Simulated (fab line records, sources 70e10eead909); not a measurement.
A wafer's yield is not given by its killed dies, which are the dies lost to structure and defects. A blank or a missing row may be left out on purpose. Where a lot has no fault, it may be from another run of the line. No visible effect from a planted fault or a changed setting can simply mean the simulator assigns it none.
Problem report in the 8D (eight disciplines) form, filled by code	flow nandHarc	the parts of the form that need people (team, actions taken, sign-off) are left out

## 1. THE PROBLEM
At NHARC_END_SORT_01, killedDies averages 120 over 6 wafers from 2 lots, while fault-free wafers read 32, standard deviation 8.7. That puts it +10 standard deviations away from the usual mean.
First observed at day 23 02:01: wafer L196.1, on prober-01. The record has a number at this step for 6 wafers belonging to 2 lots. Rule for "out", or "out of limits": more than 4 standard deviations from the usual mean. Any other wafer with a number is counted as sound.

## 2. WHAT IT IS, AND WHAT IT ISN'T
question	is	is not
which readings at this step	killedDies, killedAtArray	killedAtPeriphery, killedOpen
which lots	L196, L198	-
which wafers of those lots	all that have a number	-
read on which gauges	prober-01	-
when	from day 23 02:01	up to then (0 sound wafers)

## 3. THE SUSPECTS, EACH WITH WHAT RULES IT OUT
Counting: a tool at a process step up to the reading stays a suspect if it ran every lot that is out and no sound lot after the first of them.
- the gauge at NHARC_END_SORT_01: kept. All the wafers that are out were read on prober-01, and no step on other tools shows them out.
- rieDiel-08 at NHARC_A_STAIRCASE_ETCH_15 (etches the open film in C4F8/O2, target depth 100 nm, time 40.5 s): kept. It ran every lot that is out, first L196 (day 14 17:05), and no sound lot after that.
Remaining after the count are rieDiel-08 at NHARC_A_STAIRCASE_ETCH_15 and prober-01 at NHARC_END_SORT_01.

## 4. THE CAUSE (what the simulator had put in)
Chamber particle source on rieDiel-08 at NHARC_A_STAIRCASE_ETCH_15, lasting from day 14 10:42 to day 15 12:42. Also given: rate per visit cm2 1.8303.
Counting leaves 2 suspects; this tool is one of them.

## 5. THE CHAIN OF EFFECTS, in route order
One row per reading whose mean, taken over the struck wafers that have a number, lies over 3 standard deviations from the usual. Only readings for which the record gives a usual standard deviation are gone through. hours: the time from each lot's start at the first step in this table that gives one to its start at this step, as a median over the lots. sigmas: the change in usual standard deviations.
hours	step	reading	usual	on struck wafers	change	sigmas
0	NHARC_END_SORT_01	killedAtArray	28	115	+87	+10
0	NHARC_END_SORT_01	killedDies	32	120	+88	+10

## 6. WHAT WOULD HAVE CAUGHT IT SOONER
In this record the first reading out of limits at a measuring or inspecting step was taken at day 23 02:01, 207 hours after the fault began at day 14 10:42.
Of the tool readings at NHARC_A_STAIRCASE_ETCH_15 for which the record gives a usual standard deviation, none was out on any struck wafer, so an alarm limit of 4 standard deviations on them would not have fired.
By day 23 02:01, every lot that is out (2) had started NHARC_A_STAIRCASE_ETCH_15 on rieDiel-08. None of them would have been spared by holding the tool at that moment.
